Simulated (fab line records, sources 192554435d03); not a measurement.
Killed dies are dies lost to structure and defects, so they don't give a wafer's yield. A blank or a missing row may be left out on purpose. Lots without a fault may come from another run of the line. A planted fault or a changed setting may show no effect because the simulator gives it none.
fab line records | flow n5_finfet | part 1 of 2: steps 1 to 3 of 6
record lots=21 wafers=63 last_day=17
route steps=1938 shown SDB@361 HKMG_FIN@403
lots that met no fault: from a run of the same line without faults
start_h: hours from the record's first day to the start of the lot's first wafer shown | wait_h: hours since the lot's step before | " the same as in the row above | L1.1+2: a row that stands for several wafers | - no value, or no start given | * or withheld: withheld | < > ~ a bound
route shown NAME@n: a module of which the file shows steps, and the number in the route of the first | usual: mean/standard deviation of fault-free wafers | same: alike in all rows | chamber/n: place in a boat | sites: the reading at each site | _std_site: their standard deviation | _edge_site: outer sites' mean less inner sites' | radius_mm: how far each site lies from the wafer's centre | mask NAME#n: copy n | behind: the tool/chamber that last shaped the wafer | hold: why the lot was held/for how many hours/how that ended | device: the transistor (n, p or np) that didn't switch | end of line: the same wafers' tests at the end of the route | a step without rows: its recipe alone | killed: dies lost to structure and defects at the first sort, not the wafer's yield | map: a wafer's dies, x killed, . not, _ none there
set.NAME: the setting as run; set.NAME@STEP: as run at that earlier step | model.NAME: the simulator's own value behind a step, which no gauge read
steps of the route over a sample of lots; a table a step, a row a wafer
services: from which hour (start_h, from the record's first day; less than 0 if before it) a tool's chamber was out of use, for how many hours, and why
## steps
# step N5_SDB_ETCH_18
# recipe chemistry=N2/H2 target=SOC target_depth_a=1000 overetch_a=200 mask_material=SiARC temp_c=40 time_s=150 ion_energy_ev=200 pressure_mtorr=30 source_w=840 bias_w=150 n2_flow_sccm=200 h2_flow_sccm=200
# usual drypump_motor_current_A=5.9/0.43 h2_flow_sccm=200.1/0.56 oes_product_au=0.71/0.079 rf_fwd_power_W=837.3/2.7 rf_vpp_V=524.2/2.8 showerhead_plenum_p_Torr=2.56/0.096 throttle_valve_pct=17.69/0.25
# columns lot.wafer tool chamber start_h wait_h drypump_motor_current_A h2_flow_sccm oes_product_au rf_fwd_power_W rf_hours_counter_h rf_vpp_V showerhead_plenum_p_Torr throttle_valve_pct
L074.2 rie_diel-06 1 71.69 0.0 6.5 199.3 0.83 834.1 26 527.1 2.71 17.67
L074.3 " 2 " " 5.6 200.2 0.72 836.6 113 522.9 2.46 17.77
L074.4 " 1 " " 6.5 199.5 0.83 835.4 - 528.4 2.71 17.67
L075.1 rie_diel-06 3 72.88 0.0 6.6 199.9 0.63 835.5 190 520.4 2.43 17.56
L075.4 " 1 " " 6.5 200.2 0.82 838.6 - 528.7 2.71 17.67
L075.5 " 2 " " 5.6 199.5 0.72 836.7 - 521.3 2.46 17.78
L077.2 rie_diel-06 2 83.55 0.0 5.6 199.9 0.72 839.6 118 521.9 2.45 17.78
L077.3 " 1 " " 6.5 200.2 0.82 833.3 30 529.0 2.71 17.68
L077.4 " 1 " " 6.5 200.5 0.82 837.5 - 529.6 2.71 17.68
L078.1 rie_diel-04 1 90.53 0.0 6.0 199.4 0.80 839.3 29 525.4 2.60 17.30
L078.4 " 2 " " 5.9 200.2 0.76 840.8 58 525.8 2.59 17.98
L078.5 " 3 " " 5.6 200.5 0.63 839.2 - 526.3 2.61 17.81
L079.1 rie_diel-05 1 97.73 0.0 5.7 199.9 0.69 841.0 104 527.7 2.67 17.54
L079.4 " 0 " " 5.1 200.3 0.63 838.6 245 518.9 2.40 18.26
L079.6 " 1 " " 5.7 200.5 0.69 836.5 - 526.6 2.67 17.53
L081.3 rie_diel-05 0 110.14 0.0 5.1 199.9 0.62 835.5 251 519.3 2.40 18.27
L081.5 " 0 " " 5.0 200.1 0.62 837.9 - 520.0 2.40 18.26
L081.6 " 1 " " 5.6 199.8 0.68 835.4 - 528.1 2.67 17.55
L082.1 rie_diel-05 1 113.98 0.0 5.7 199.4 0.68 833.6 110 525.6 2.67 17.56
L082.4 " 3 " " 5.9 200.8 0.62 838.9 - 524.0 2.52 17.96
L082.6 " 1 " " 5.7 199.7 0.68 834.7 - 527.3 2.67 17.55
L083.1 rie_diel-06 3 120.35 0.0 6.6 199.5 0.62 837.9 212 520.2 2.42 17.58
L083.4 " 2 " " 5.6 201.1 0.70 840.1 - 522.4 2.45 17.80
L083.5 " 3 " " 6.6 198.8 0.63 840.9 - 521.3 2.42 17.59
L084.1 rie_diel-05 3 126.47 0.0 5.9 200.2 0.61 838.1 221 524.8 2.52 17.96
L084.2 " 1 " " 5.6 199.7 0.68 837.5 116 528.9 2.67 17.57
L084.6 " 2 " " 5.8 201.3 0.86 840.9 - 525.7 2.61 17.13
L085.3 rie_diel-04 0 131.66 0.0 5.4 200.6 0.80 840.4 33 523.4 2.58 17.56
L085.5 " 3 " " 5.6 201.4 0.62 835.5 - 525.0 2.60 17.83
L085.6 " 0 " " 5.4 200.7 0.80 838.8 - 525.6 2.58 17.57
L086.1 rie_diel-05 2 142.38 0.0 5.8 200.2 0.85 838.8 9 524.6 2.60 17.15
L086.5 " 3 " " 5.9 200.0 0.60 838.2 - 523.6 2.51 17.98
L086.6 " 0 " " 5.1 199.7 0.85 840.1 - 528.7 2.72 17.82
L087.1 rie_diel-04 1 144.90 0.0 6.0 199.8 0.78 840.8 46 524.5 2.59 17.34
L087.2 " 0 " " 5.4 199.4 0.80 835.0 39 525.3 2.58 17.59
L087.3 " 2 " " 6.0 200.0 0.73 835.1 80 526.7 2.58 18.00
L088.2 rie_diel-06 3 153.83 0.0 6.6 200.4 0.61 837.6 224 520.2 2.41 17.60
L088.5 " 0 " " 5.9 200.2 0.67 835.5 - 524.4 2.54 17.62
L088.6 " 3 " " 6.6 199.6 0.62 836.8 - 520.5 2.41 17.60
L090.2 rie_diel-06 2 160.77 0.0 5.6 200.7 0.69 832.9 149 519.7 2.44 17.83
L090.3 " 3 " " 6.6 198.8 0.62 835.0 227 519.7 2.41 17.58
L090.6 " 2 " " 5.7 200.1 0.69 838.8 - 522.0 2.44 17.82
L091.1 rie_diel-05 2 168.38 0.0 5.8 199.8 0.82 840.5 19 525.4 2.60 17.15
L091.2 " 3 " " 5.9 199.7 0.60 834.4 240 522.3 2.51 17.99
L091.3 " 1 " " 5.7 200.9 0.66 839.7 134 526.9 2.66 17.60
L092.2 rie_diel-04 2 178.13 0.0 5.9 199.8 0.72 834.3 91 523.7 2.57 18.04
L092.4 " 0 " " 5.4 200.8 0.78 834.1 50 523.2 2.58 17.61
L092.5 " 1 " " 6.0 198.6 0.76 838.3 - 525.3 2.59 17.38
L093.1 rie_diel-06 3 183.36 0.0 6.6 199.9 0.62 836.1 236 520.6 2.41 17.62
L093.5 " 3 " " 6.6 199.7 0.62 836.1 - 520.9 2.41 17.60
L093.6 " 2 " " 5.6 201.0 0.68 842.1 - 522.2 2.44 17.85
L094.1 rie_diel-04 1 188.93 0.0 6.0 200.2 0.76 836.9 61 523.2 2.59 17.37
L094.3 " 3 " " 5.6 198.8 0.84 840.3 10 524.4 2.60 17.42
L094.4 " 3 " " 5.6 199.2 0.83 835.2 - 525.5 2.60 17.41
L095.2 rie_diel-04 1 191.48 0.0 6.0 199.8 0.75 840.1 62 523.6 2.58 17.37
L095.4 " 3 " " 5.6 199.5 0.83 835.7 - 526.6 2.60 17.41
L095.5 " 1 " " 6.0 200.8 0.76 838.2 - 525.5 2.59 17.36
L096.1 rie_diel-04 0 203.08 0.0 5.4 200.3 0.77 833.0 55 523.8 2.58 17.60
L096.3 " 2 " " 5.9 199.8 0.71 835.3 101 523.5 2.57 18.05
L096.6 " 0 " " 5.4 200.3 0.77 834.3 - 526.8 2.58 17.62
L097.3 rie_diel-05 1 203.88 0.0 5.7 199.8 0.66 836.5 144 526.2 2.66 17.62
L097.4 " 2 " " 5.8 200.1 0.80 834.0 29 525.7 2.60 17.18
L097.6 " 3 " " 5.9 199.6 0.59 835.6 - 522.4 2.51 18.02
# step N5_SDB_INSPECT_36
# recipe inspect_instrument=darkfield mode=post_cmp
# usual raw_defect_count=37/17
# columns lot.wafer tool chamber start_h wait_h raw_defect_count
L074.2 defect_inspect-01 - 75.47 0.0 25
L074.3 " - " " 35
L074.4 " - " " 23
L075.1 defect_inspect-01 - 77.30 0.0 41
L075.4 " - " " 21
L075.5 " - " " 58
L077.2 defect_inspect-01 - 87.59 0.0 17
L077.3 " - " " 49
L077.4 " - " " 31
L078.1 defect_inspect-02 - 94.86 0.0 49
L078.4 " - " " 31
L078.5 " - " " 70
L079.1 defect_inspect-01 - 101.52 0.0 40
L079.4 " - " " 27
L079.6 " - " " 26
L081.3 defect_inspect-01 - 113.94 0.0 21
L081.5 " - " " 10
L081.6 " - " " 16
L082.1 defect_inspect-01 - 117.81 0.0 20
L082.4 " - " " 22
L082.6 " - " " 27
L083.1 defect_inspect-02 - 124.37 0.0 25
L083.4 " - " " 22
L083.5 " - " " 39
L084.1 defect_inspect-02 - 131.20 0.0 32
L084.2 " - " " 34
L084.6 " - " " 30
L085.3 defect_inspect-02 - 135.49 0.0 29
L085.5 " - " " 52
L085.6 " - " " 41
L086.1 defect_inspect-01 - 147.04 0.0 23
L086.5 " - " " 39
L086.6 " - " " 46
L087.1 defect_inspect-01 - 149.33 0.0 38
L087.2 " - " " 24
L087.3 " - " " 34
L088.2 defect_inspect-01 - 157.64 0.0 20
L088.5 " - " " 18
L088.6 " - " " 26
L090.2 defect_inspect-02 - 164.85 0.0 35
L090.3 " - " " 45
L090.6 " - " " 33
L091.1 defect_inspect-01 - 172.16 0.0 23
L091.2 " - " " 15
L091.3 " - " " 59
L092.2 defect_inspect-02 - 182.03 0.0 28
L092.4 " - " " 27
L092.5 " - " " 46
L093.1 defect_inspect-02 - 188.11 0.0 44
L093.5 " - " " 54
L093.6 " - " " 50
L094.1 defect_inspect-01 - 192.71 0.0 32
L094.3 " - " " 46
L094.4 " - " " 45
L095.2 defect_inspect-01 - 195.55 0.0 89
L095.4 " - " " 56
L095.5 " - " " 54
L096.1 defect_inspect-01 - 207.53 0.0 111
L096.3 " - " " 28
L096.6 " - " " 38
L097.3 defect_inspect-02 - 207.78 0.0 25
L097.4 " - " " 52
L097.6 " - " " 20
# step N5_HKMG_FIN_ETCH_55
# recipe chemistry=N2/H2 target=SOC target_depth_a=2400 temp_c=40 time_s=300 ion_energy_ev=200 mask_material=SiARC pressure_mtorr=30 source_w=840 bias_w=150 n2_flow_sccm=200 h2_flow_sccm=200
# usual drypump_motor_current_A=5.9/0.42 h2_flow_sccm=200.1/0.6 oes_product_au=0.78/0.088 rf_fwd_power_W=838.2/2.5 rf_vpp_V=524.2/2.9 showerhead_plenum_p_Torr=2.55/0.097 throttle_valve_pct=17.72/0.21
# columns lot.wafer tool chamber start_h wait_h drypump_motor_current_A h2_flow_sccm oes_product_au rf_fwd_power_W rf_hours_counter_h rf_vpp_V showerhead_plenum_p_Torr throttle_valve_pct
L074.2 rie_diel-05 0 77.29 0.0 5.1 199.7 0.70 835.3 237 521.1 2.41 18.25
L074.3 " 2 " " 5.8 199.9 0.69 838.3 240 526.1 2.61 17.55
L074.4 " 1 " " 5.7 199.5 0.78 837.7 95 528.3 2.68 17.53
L075.1 rie_diel-04 0 79.25 0.0 5.4 201.1 0.94 838.0 12 524.4 2.59 17.55
L075.4 " 1 " " 6.0 200.2 0.92 834.6 24 525.9 2.60 17.33
L075.5 " 2 " " 5.9 200.7 0.87 837.9 - 524.6 2.59 17.98
L077.2 rie_diel-05 3 89.70 0.0 5.9 200.1 0.69 841.6 206 522.9 2.52 17.95
L077.3 " 0 " " 5.1 200.2 0.70 832.3 242 519.3 2.41 18.25
L077.4 " 2 " " 5.8 199.7 0.69 840.4 246 526.3 2.61 17.55
L078.1 rie_diel-04 2 96.64 0.0 5.9 200.1 0.85 835.8 60 524.7 2.58 17.98
L078.4 " 1 " " 6.0 200.8 0.90 834.4 31 525.4 2.60 17.35
L078.5 " 0 " " 5.5 200.9 0.92 836.8 - 525.6 2.59 17.55
L079.1 rie_diel-06 2 103.25 0.0 5.6 200.1 0.79 835.3 127 523.2 2.45 17.81
L079.4 " 3 " " 6.6 199.3 0.70 835.9 - 520.6 2.42 17.57
L079.6 " 1 " " 6.5 199.3 0.90 832.3 - 529.0 2.70 17.71
L081.3 rie_diel-05 1 116.00 0.0 5.7 200.3 0.77 843.1 111 528.1 2.67 17.57
L081.5 " 1 " " 5.6 200.1 0.77 841.3 - 526.7 2.67 17.58
L081.6 " 3 " " 5.9 198.6 0.67 837.8 - 522.7 2.52 17.95
L082.1 rie_diel-04 2 119.56 0.0 5.9 200.2 0.84 840.3 69 524.8 2.58 18.02
L082.4 " 3 " " 5.6 199.5 0.69 839.1 243 525.8 2.61 17.85
L082.6 " 2 " " 5.9 200.2 0.84 838.5 - 525.1 2.58 18.01
L083.1 rie_diel-06 1 126.40 0.0 6.5 200.6 0.88 833.5 51 527.8 2.70 17.71
L083.4 " 0 " " 5.9 200.0 0.74 838.7 136 524.1 2.55 17.61
L083.5 " 1 " " 6.4 200.0 0.88 838.4 - 528.5 2.70 17.70
L084.1 rie_diel-05 1 132.97 0.1 5.7 199.9 0.76 837.8 120 527.1 2.67 17.58
L084.2 " 3 " " 5.9 200.6 0.67 837.5 225 523.2 2.52 17.96
L084.6 " 3 " " 5.9 201.3 0.67 840.0 - 522.9 2.52 17.99
L085.3 rie_diel-05 1 137.46 0.0 5.7 200.1 0.77 835.9 123 527.9 2.67 17.58
L085.5 " 0 " " 5.1 201.0 0.98 837.7 - 530.0 2.72 17.82
L085.6 " 3 " " 5.9 199.7 0.67 836.0 - 524.2 2.52 17.99
L086.1 rie_diel-05 1 148.86 0.0 5.6 199.9 0.76 842.6 126 527.7 2.66 17.58
L086.5 " 3 " " 5.9 199.2 0.66 838.7 - 522.3 2.51 17.98
L086.6 " 2 " " 5.8 199.7 0.94 840.4 - 525.7 2.60 17.17
L087.1 rie_diel-04 1 151.02 0.0 6.0 199.8 0.88 842.0 49 525.2 2.59 17.37
L087.2 " 2 " " 5.9 200.0 0.82 832.9 83 525.7 2.58 18.03
L087.3 " 0 " " 5.4 200.7 0.88 840.4 42 525.8 2.58 17.59
L088.2 rie_diel-06 1 159.36 0.0 6.5 200.2 0.86 839.7 62 527.5 2.69 17.72
L088.5 " 2 " " 5.7 199.8 0.77 837.9 - 520.3 2.44 17.84
L088.6 " 3 " " 6.6 199.8 0.69 838.9 - 519.3 2.41 17.61
L090.2 rie_diel-06 3 166.74 0.0 6.6 199.9 0.68 839.4 229 519.2 2.41 17.61
L090.3 " 1 " " 6.5 200.4 0.86 836.4 64 527.5 2.69 17.75
L090.6 " 3 " " 6.6 199.4 0.70 840.0 - 521.0 2.41 17.63
L091.1 rie_diel-06 2 173.94 0.0 5.7 199.6 0.76 839.4 154 520.9 2.44 17.84
L091.2 " 3 " " 6.6 199.9 0.68 836.8 232 519.1 2.41 17.60
L091.3 " 1 " " 6.5 200.5 0.85 843.1 66 527.5 2.69 17.76
L092.2 rie_diel-06 2 183.78 0.0 5.6 200.1 0.76 834.7 157 521.0 2.44 17.86
L092.4 " 0 " " 5.9 200.7 0.72 838.5 - 524.2 2.54 17.66
L092.5 " 3 " " 6.6 199.3 0.68 838.6 - 520.1 2.41 17.61
L093.1 rie_diel-06 3 189.74 0.0 6.6 199.3 0.68 841.8 238 519.6 2.41 17.63
L093.5 " 0 " " 5.9 200.5 0.73 839.6 - 524.5 2.54 17.65
L093.6 " 3 " " 6.6 199.4 0.68 837.2 - 522.2 2.41 17.64
L094.1 rie_diel-06 2 194.42 0.0 5.7 200.2 0.76 841.1 161 521.4 2.44 17.85
L094.3 " 0 " " 5.9 200.8 0.73 842.1 160 524.4 2.54 17.67
L094.4 " 3 " " 6.6 200.8 0.67 834.1 240 519.3 2.41 17.61
L095.2 rie_diel-06 3 197.26 0.0 6.6 199.2 0.67 835.5 240 520.0 2.41 17.63
L095.4 " 2 " " 5.6 200.6 0.76 843.9 162 519.9 2.44 17.85
L095.5 " 1 " " 6.4 199.3 0.85 837.7 - 527.6 2.69 17.75
L096.1 rie_diel-04 1 209.29 0.0 6.0 199.0 0.83 841.9 69 525.6 2.58 17.41
L096.3 " 0 " " 5.4 199.6 0.84 838.9 58 526.1 2.57 17.62
L096.6 " 0 " " 5.4 199.7 0.85 845.2 - 524.9 2.57 17.63
L097.3 rie_diel-06 1 209.39 0.0 6.5 199.9 0.85 836.0 75 527.0 2.69 17.78
L097.4 " 0 " " 5.9 200.1 0.73 837.9 164 523.1 2.54 17.66
L097.6 " 2 " " 5.7 200.5 0.76 839.8 - 520.8 2.43 17.85
